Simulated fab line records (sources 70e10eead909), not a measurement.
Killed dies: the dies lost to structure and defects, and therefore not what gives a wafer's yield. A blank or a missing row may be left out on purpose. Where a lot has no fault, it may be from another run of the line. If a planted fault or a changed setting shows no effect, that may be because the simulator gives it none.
Matching of chambers	flow nandHarc	4 sister chambers for NHARC_A_STAIRCASE_CMP_152 on cmp-04
The step polishes. 16 wafers are shown with their chamber, then 8 later ones without.

## WAFERS WITH THEIR CHAMBER
wafer	chamber	motorCurrentA (A)
L080.1	3	11.5
L080.2	2	11.3
L080.6	2	11.4
L081.1	2	11.2
L081.3	0	12.1
L081.6	3	11.5
L083.3	0	12.7
L083.4	1	10.7
L083.6	2	11.5
L086.2	1	9.9
L086.4	3	11.1
L086.5	3	11.4
L094.1	2	11.0
L094.3	0	12.7
L094.5	2	11.8
L097.1	2	11.6

SIGNATURES (averages over the wafers above)
reading	chamber 0	chamber 1	chamber 2	chamber 3	scatter within a chamber
motorCurrentA	12.500	10.300	11.400	11.375	0.301
Rule: for a wafer and a chamber, the distance is found by dividing, reading by reading, the gap between the wafer's reading and the chamber's mean by the reading's scatter, squaring, summing and taking the root. If the next closest chamber is less than 2 further off than the closest, the wafer can't be placed; otherwise it belongs to the closest. The scatter: the root of (the sum of the squares of (reading less its chamber's mean) over the shown wafers, divided by (wafers less chambers)).

## WAFERS WITH NO CHAMBER GIVEN
wafer	motorCurrentA (A)
L097.2	12.5
L097.3	11.1
L095.2	12.5
L095.4	11.1
L095.5	10.9
L096.1	12.2
L096.4	12.6
L096.5	11.8

## WHICH CHAMBER EACH WENT THROUGH
wafer	from the rows above	in truth
L097.2	0	0
L097.3	can't be placed: 3 or 2 or 1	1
L095.2	0	0
L095.4	can't be placed: 3 or 2 or 1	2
L095.5	can't be placed: 3 or 2 or 1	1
L096.1	can't be placed: 0 or 2 or 3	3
L096.4	0	0
L096.5	can't be placed: 2 or 3 or 0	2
Correct placement for 3 of the 8. Can't be placed from these rows: 5 (the true chamber is among the candidates in 5). Wrongly placed: 0.
